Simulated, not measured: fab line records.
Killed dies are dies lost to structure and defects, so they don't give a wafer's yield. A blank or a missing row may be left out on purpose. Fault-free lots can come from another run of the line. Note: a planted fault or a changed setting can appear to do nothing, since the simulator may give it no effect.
The same fault as seen by 2 desks -- flow nandHarc -- each desk holds nothing but its own numbers, with what lay behind them at the end

## THE METROLOGY DESK
Lot by lot, what the gauges showed, no matter which tool ran the lot: averages of those sampled wafers that carry a number. The brackets show how far a lot's mean lies from the usual mean; more than 4 standard deviations puts the lot out of limits, marked OUT.
Columns: A = cdNm at NHARC_A_M1_CD_MEAS_09, usual 119.6 nm
lot,first seen here,A
L736,day 17 20:55,119.8
L739,day 18 01:22,120.1
L735,day 18 03:55,119.9
L737,day 18 09:14,70.8 (-71) OUT
L744,day 20 01:14,76.5 (-63) OUT
L750,day 21 02:52,119.1
L748,day 21 06:23,120.3
L752,day 22 03:43,119.5
L753,day 22 08:34,118.9
L754,day 22 08:56,120.1
L757,day 22 22:34,119.9
L755,day 23 04:23,120.0
L756,day 23 08:07,119.2
L758,day 24 02:07,119.7
Finding of this desk: L737, L744 out of limits; the first was L737 at day 18 09:14, on cdNm at NHARC_A_M1_CD_MEAS_09. L736, L739, L735, L750, L748, L752, L753, L754, L757, L755, L756, L758 stayed within limits.

## AT THE TOOL OWNER'S DESK: lithoTrack-01
The tool's own readings at NHARC_A_M1_PEB_07 (peb time 65 s): means of the sampled wafers that have a number, for each lot that ran on this tool. The brackets show how far a lot's mean lies from the usual mean; more than 4 standard deviations puts the lot out of limits, marked OUT.
Columns: A = heaterPowerTotalW at NHARC_A_M1_PEB_07, usual 156.5 W; B = plateTempC at NHARC_A_M1_PEB_07, usual 100.03 C
lot,first seen here,A,B
L737,day 18 09:10,134.7 (-52) OUT,89.83 (-85) OUT
L744,day 20 01:09,134.5 (-52) OUT,89.78 (-85) OUT
L753,day 22 08:29,156.2,99.91
L756,day 23 08:02,157.0,100.01
Finding of this desk: L737, L744 out of limits; the first was L737 at day 18 09:10, on heaterPowerTotalW at NHARC_A_M1_PEB_07. L753, L756 stayed within limits.

## TAKEN TOGETHER
On L737, L744, at day 18 09:10, an alarm was possible from the tool owner's desk.
The metrology desk could have raised an alarm at day 18 09:14, on L737, L744.
The lots listed all ran NHARC_A_M1_PEB_07 on lithoTrack-01.

## WHAT THE SIMULATOR PUT IN
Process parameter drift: lithoTrack-01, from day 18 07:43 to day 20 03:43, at NHARC_A_M1_PEB_07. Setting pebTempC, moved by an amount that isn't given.
Struck lots among those shown: L737, L744.
Fault start to first reading out of limits, in hours, per desk: tool owner, 1; metrology, 2.
